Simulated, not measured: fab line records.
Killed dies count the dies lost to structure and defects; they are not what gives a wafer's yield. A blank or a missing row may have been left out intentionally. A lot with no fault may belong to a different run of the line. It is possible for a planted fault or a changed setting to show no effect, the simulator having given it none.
Chamber matching	flow n5Finfet	N5_WELL_APT_DESCUM_13 on rieDiel-04: 4 sister chambers
The step chemistry O2, time 7.9 s. 7 wafers are shown with their chamber, then 8 later ones without.

== EACH WAFER AND ITS CHAMBER ==
wafer	chamber	showerheadPlenumPTorr (Torr)	throttleValvePct (%)
L075.4	2	2.18	20.85
L085.2	1	2.12	20.05
L086.1	1	2.11	20.05
L088.2	0	1.97	20.61
L088.4	3	2.19	20.21
L088.5	3	2.19	20.20
L089.2	0	1.97	20.60

== WAFERS WHOSE CHAMBER IS MISSING ==
wafer	showerheadPlenumPTorr (Torr)	throttleValvePct (%)
L089.4	2.19	20.22
L089.5	2.11	20.06
L090.1	2.17	20.90
L090.4	1.97	20.62
L090.5	2.11	20.04
L093.1	2.18	20.21
L093.3	2.11	20.07
L093.5	2.17	20.92

== WHICH CHAMBER EACH ONE RAN IN ==
wafer	from the rows above	in truth
L089.4	3	3
L089.5	1	1
L090.1	2	2
L090.4	0	0
L090.5	1	1
L093.1	3	3
L093.3	1	1
L093.5	2	2
Correctly placed: 8 of 8. Can't be placed from these rows: 0. 0 placed wrongly.
How it was worked out, from the rows above alone: a wafer's distance from a chamber is the root of the sum, over the readings, of the square of ((its reading less the chamber's mean) divided by the reading's scatter). The wafer belongs to the nearest chamber; if the next one is less than 2 further off, it can't be placed. Each chamber's mean is taken over the wafers shown for it. The scatter: the root of (the sum of the squares of (reading less its chamber's mean) over the shown wafers, divided by (wafers less chambers)).
